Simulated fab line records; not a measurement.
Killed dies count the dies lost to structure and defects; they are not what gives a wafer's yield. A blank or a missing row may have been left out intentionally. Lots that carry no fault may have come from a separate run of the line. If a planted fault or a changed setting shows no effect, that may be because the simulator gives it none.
fab line records    flow nand_harc    part 2 of 2: steps 24 to 30 of 30
record lots=5  wafers=15  last_day=29
route steps=1302 shown A_STAIRCASE@714
lots that met no fault: from a run of the same line without faults
start_h: start of the lot's first displayed wafer, in hours after the record's first day    wait_h: time in hours since the lot's previous step    " repeats the value in the row above    L1.1+2: one row covering several wafers at once    - no value, or no start given    * or withheld: withheld    < > ~ a bound
route shown NAME@n: names a module that has steps shown in the file, with the first one's number in the route    usual: average and standard deviation across the fault-free wafers    same: alike in all rows    chamber/n: place in a boat    sites: per-site readings    _std_site: the standard deviation of these    _edge_site: mean of outer sites minus mean of inner sites    radius_mm: for every site, how far away it sits from the centre of the wafer    mask NAME#n: copy n    behind: the last tool/chamber to shape the wafer    hold: why the lot went on hold/how many hours it stayed there/how the hold came to an end    device: names the non-switching transistor (n, p or np)    end of line: at the end of the route, the tests of the same wafers    where a step has no rows: the recipe by itself    killed: the dies lost at the first sort to structure and to defects; this is not the yield of the wafer    map: dies across one wafer; x = killed, . = not, _ = none there
set.NAME: the run value of the setting; set.NAME@STEP: its run value at that earlier step    model.NAME: the simulator's own value behind a step, which no gauge read
lots seen at some steps along the route; tables by step, rows by wafer
services: the hour from which a tool's chamber was out of use, counted from the record's first day as start_h (under 0 if before that day), plus the number of hours and why
## steps
# step NHARC_A_STAIRCASE_ETCH_225
# recipe target_depth_a=1000  time_s=40.5  ion_energy_ev=400  c4f8_flow_sccm=20  o2_flow_sccm=10  ar_flow_sccm=withheld  rf_w=600  bias_w=1000  chemistry=C4F8/O2
# usual oes_product_au=0.943/0.014  rf_vpp_V=896/6.9
lot.wafer  tool         chamber  start_h  wait_h  oes_product_au  rf_hours_counter_h  rf_vpp_V
L078.1     rie_diel-03  1        -        -       0.947           38                  892
L078.2     "            3        "        "       0.938           40                  900
L078.3     "            0        "        "       0.952           42                  904
L082.2     rie_diel-03  0        -        -       0.936           54                  904
L082.4     "            1        "        "       0.961           52                  891
L082.6     "            0        "        "       0.936           -                   905
L083.3     rie_diel-11  3        -        -       0.951           7                   898
L083.4     "            0        "        "       0.948           7                   888
L083.1     "            1        "        "       0.959           8                   892
L087.3     rie_diel-04  3        -        -       0.968           46                  886
L087.6     "            2        "        "       0.940           -                   895
L087.5     "            3        "        "       0.962           -                   887
L089.4     rie_diel-03  1        -        -       0.925           15                  891
L089.1     "            2        "        "       0.978           15                  906
L089.5     "            0        "        "       0.955           -                   903
# step NHARC_A_STAIRCASE_TRIM_226
# recipe time_s=211.2  o2_flow_sccm=500  ar_flow_sccm=0  bias_w=0  chemistry=O2
# usual drypump_motor_current_A=5.7/0.4  oes_product_au=1.001/0.013  rf_vpp_V=57.9/0.96  showerhead_plenum_p_Torr=3.56/0.18  throttle_valve_pct=17.036/0.009
lot.wafer  tool         chamber  start_h  wait_h  drypump_motor_current_A  oes_product_au  rf_hours_counter_h  rf_vpp_V  showerhead_plenum_p_Torr  throttle_valve_pct
L078.3     rie_diel-03  2        -        -       6.1                      1.001           37                  56.7      3.28                      17.031
L078.2     "            3        "        "       6.3                      0.987           40                  55.4      3.63                      17.033
L078.1     "            0        "        "       5.7                      0.989           42                  58.1      3.75                      17.034
L082.2     rie_diel-03  3        -        -       6.3                      0.993           51                  58.2      3.62                      17.032
L082.4     "            0        "        "       5.6                      1.000           54                  58.6      3.75                      17.032
L082.6     "            2        "        "       6.1                      1.008           -                   56.9      3.27                      17.033
L083.4     rie_diel-11  3        -        -       5.2                      1.004           7                   58.5      3.59                      17.030
L083.1     "            1        "        "       6.2                      1.009           8                   58.4      3.42                      17.021
L083.3     "            2        "        "       5.6                      1.004           7                   57.6      3.38                      17.027
L087.3     rie_diel-04  2        -        -       5.4                      1.002           40                  58.8      3.49                      17.037
L087.5     "            0        "        "       5.5                      0.998           -                   58.0      3.79                      17.029
L087.6     "            1        "        "       6.1                      0.988           -                   58.0      3.75                      17.037
L089.1     rie_diel-03  0        -        -       5.6                      1.011           11                  58.2      3.74                      17.048
L089.4     "            1        "        "       5.3                      0.996           15                  58.0      3.41                      17.049
L089.5     "            3        "        "       6.3                      1.004           -                   58.5      3.61                      17.038
# step NHARC_A_STAIRCASE_ETCH_227
# recipe target_depth_a=1000  time_s=40.5  ion_energy_ev=400  c4f8_flow_sccm=20  o2_flow_sccm=10  ar_flow_sccm=withheld  rf_w=600  bias_w=1000  chemistry=C4F8/O2
# usual oes_product_au=0.943/0.014  rf_vpp_V=897/6.6
lot.wafer  tool         chamber  start_h  wait_h  oes_product_au  rf_hours_counter_h  rf_vpp_V
L078.1     rie_diel-03  3        -        -       0.927           40                  901
L078.2     "            1        "        "       0.935           39                  893
L078.3     "            2        "        "       0.954           37                  886
L082.4     rie_diel-03  2        -        -       0.951           50                  887
L082.2     "            3        "        "       0.932           51                  899
L082.6     "            0        "        "       0.933           -                   903
L083.3     rie_diel-11  3        -        -       0.945           7                   899
L083.4     "            0        "        "       0.923           7                   888
L083.1     "            2        "        "       0.938           7                   892
L087.3     rie_diel-04  3        -        -       0.965           46                  890
L087.5     "            3        "        "       0.981           -                   888
L087.6     "            0        "        "       0.947           -                   905
L089.4     rie_diel-03  1        -        -       0.926           15                  892
L089.1     "            2        "        "       0.964           15                  906
L089.5     "            0        "        "       0.949           -                   903
# step NHARC_A_STAIRCASE_TRIM_229
# recipe time_s=211.2  o2_flow_sccm=500  ar_flow_sccm=0  bias_w=0  chemistry=O2
# usual drypump_motor_current_A=5.7/0.38  oes_product_au=1.000/0.013  rf_vpp_V=57.7/0.93  showerhead_plenum_p_Torr=3.52/0.18  throttle_valve_pct=17.035/0.009
lot.wafer  tool         chamber  start_h  wait_h  drypump_motor_current_A  oes_product_au  rf_hours_counter_h  rf_vpp_V  showerhead_plenum_p_Torr  throttle_valve_pct
L078.3     rie_diel-03  3        406.98   0.1     6.3                      0.985           40                  58.0      3.63                      17.042
L078.2     "            0        "        "       5.7                      1.000           42                  57.7      3.75                      17.040
L078.1     "            1        "        "       5.3                      0.993           39                  57.0      3.43                      17.025
L082.2     rie_diel-03  3        447.10   0.1     6.3                      0.986           51                  59.3      3.62                      17.027
L082.4     "            0        "        "       5.6                      1.000           54                  58.4      3.75                      17.033
L082.6     "            1        "        "       5.3                      1.010           -                   58.6      3.42                      17.047
L083.4     rie_diel-04  2        467.89   0.1     5.4                      0.996           34                  56.5      3.50                      17.036
L083.1     "            0        "        "       5.5                      1.005           26                  59.5      3.79                      17.024
L083.3     "            1        "        "       6.0                      0.973           33                  58.1      3.75                      17.039
L087.3     rie_diel-04  0        488.08   0.1     5.5                      0.993           36                  58.9      3.79                      17.029
L087.6     "            1        "        "       6.1                      0.983           -                   59.5      3.75                      17.040
L087.5     "            2        "        "       5.4                      0.995           -                   57.9      3.49                      17.038
L089.1     rie_diel-03  3        503.81   0.1     6.3                      0.994           11                  57.5      3.61                      17.020
L089.4     "            2        "        "       6.1                      1.031           15                  58.7      3.80                      17.028
L089.5     "            3        "        "       6.3                      1.000           -                   57.7      3.61                      17.029
# step NHARC_A_STAIRCASE_ETCH_230
# recipe target_depth_a=1000  time_s=40.5  ion_energy_ev=400  c4f8_flow_sccm=20  o2_flow_sccm=10  ar_flow_sccm=withheld  rf_w=600  bias_w=1000  chemistry=C4F8/O2
# usual oes_product_au=0.947/0.021  rf_vpp_V=896/6.7
lot.wafer  tool         chamber  start_h  wait_h  oes_product_au  rf_hours_counter_h  rf_vpp_V
L078.3     rie_diel-03  0        -        -       0.946           42                  905
L078.2     "            1        "        "       0.942           39                  893
L078.1     "            2        "        "       0.953           37                  888
L082.2     rie_diel-03  2        -        -       0.947           50                  886
L082.4     "            0        "        "       0.947           54                  905
L082.6     "            2        "        "       0.941           -                   886
L083.1     rie_diel-04  1        -        -       0.896           35                  905
L083.3     "            2        "        "       0.918           36                  894
L083.4     "            3        "        "       0.946           42                  887
L087.3     rie_diel-04  1        -        -       0.923           40                  904
L087.5     "            3        "        "       0.967           -                   887
L087.6     "            0        "        "       0.944           -                   906
L089.4     rie_diel-03  1        -        -       0.951           15                  892
L089.1     "            2        "        "       0.960           15                  906
L089.5     "            1        "        "       0.946           -                   893
# step NHARC_A_STAIRCASE_TRIM_231
# recipe time_s=211.2  o2_flow_sccm=500  ar_flow_sccm=0  bias_w=0  chemistry=O2
# usual drypump_motor_current_A=5.7/0.38  oes_product_au=0.999/0.013  rf_vpp_V=57.8/0.96  showerhead_plenum_p_Torr=3.52/0.18  throttle_valve_pct=17.036/0.0095
lot.wafer  tool         chamber  start_h  wait_h  drypump_motor_current_A  oes_product_au  rf_hours_counter_h  rf_vpp_V  showerhead_plenum_p_Torr  throttle_valve_pct
L078.3     rie_diel-03  2        -        -       6.1                      0.998           37                  57.1      3.28                      17.039
L078.1     "            0        "        "       5.6                      0.976           42                  59.6      3.75                      17.040
L078.2     "            1        "        "       5.3                      0.989           39                  56.9      3.43                      17.034
L082.2     rie_diel-03  3        -        -       6.3                      0.985           52                  56.1      3.62                      17.037
L082.4     "            0        "        "       5.6                      1.005           54                  57.9      3.75                      17.036
L082.6     "            1        "        "       5.2                      1.013           -                   57.8      3.42                      17.036
L083.4     rie_diel-04  1        -        -       6.1                      0.977           35                  58.8      3.75                      17.030
L083.3     "            2        "        "       5.4                      0.995           36                  59.2      3.50                      17.032
L083.1     "            3        "        "       5.2                      1.010           42                  57.2      3.30                      17.033
L087.3     rie_diel-04  3        -        -       5.2                      1.024           46                  56.8      3.30                      17.030
L087.5     "            3        "        "       5.2                      1.029           -                   57.7      3.30                      17.045
L087.6     "            0        "        "       5.5                      0.991           -                   59.0      3.79                      17.051
L089.4     rie_diel-03  0        -        -       5.7                      1.012           11                  58.4      3.74                      17.037
L089.1     "            3        "        "       6.3                      1.008           11                  57.0      3.61                      17.049
L089.5     "            0        "        "       5.6                      1.010           -                   57.3      3.74                      17.040
# step NHARC_A_STAIRCASE_ETCH_232
# recipe target_depth_a=1000  time_s=40.5  ion_energy_ev=400  c4f8_flow_sccm=20  o2_flow_sccm=10  ar_flow_sccm=withheld  rf_w=600  bias_w=1000  chemistry=C4F8/O2
# usual oes_product_au=0.945/0.014  rf_vpp_V=896/6.7
lot.wafer  tool         chamber  start_h  wait_h  oes_product_au  rf_hours_counter_h  rf_vpp_V
L078.3     rie_diel-03  0        -        -       0.958           42                  904
L078.2     "            2        "        "       0.946           37                  887
L078.1     "            3        "        "       0.933           40                  899
L082.4     rie_diel-03  0        -        -       0.950           54                  906
L082.2     "            2        "        "       0.942           50                  885
L082.6     "            0        "        "       0.959           -                   904
L083.1     rie_diel-04  2        -        -       0.938           36                  895
L083.4     "            0        "        "       0.925           30                  905
L083.3     "            1        "        "       0.915           35                  904
L087.3     rie_diel-04  1        -        -       0.921           41                  903
L087.6     "            0        "        "       0.942           -                   906
L087.5     "            1        "        "       0.925           -                   904
L089.4     rie_diel-03  0        -        -       0.958           11                  902
L089.1     "            3        "        "       0.940           11                  900
L089.5     "            0        "        "       0.964           -                   903
## services
tool             chamber  start_h  hours  kind
rie_diel-03      0        388.99   -      clean
rie_diel-03      1        388.99   -      clean
rie_diel-03      2        388.99   -      clean
rie_diel-03      3        388.99   -      clean
rie_diel-04      0        393.17   26.6   repair
krf_scanner-03   -        393.28   3.7    repair
wet_bench-02     -        395.54   1.9    repair
litho_track-02   -        402.01   7.0    pm
wet_bench-04     -        403.20   8.0    pm
rie_diel-03      0        413.49   -      clean
rie_diel-03      1        413.49   -      clean
rie_diel-03      2        413.49   -      clean
rie_diel-03      3        413.49   -      clean
wet_bench-02     -        420.00   8.0    pm
krf_scanner-01   -        425.82   4.8    repair
krf_scanner-02   -        428.06   1.3    repair
rie_diel-11      -        434.79   9.0    pm
rie_diel-03      0        437.99   -      clean
krf_scanner-02   -        438.02   4.0    pm
plasma_asher-02  -        447.84   9.0    pm
litho_track-03   -        450.00   7.0    pm
rie_diel-03      -        458.59   9.0    pm
litho_track-05   -        474.00   7.0    pm
krf_scanner-01   -        484.00   4.0    pm
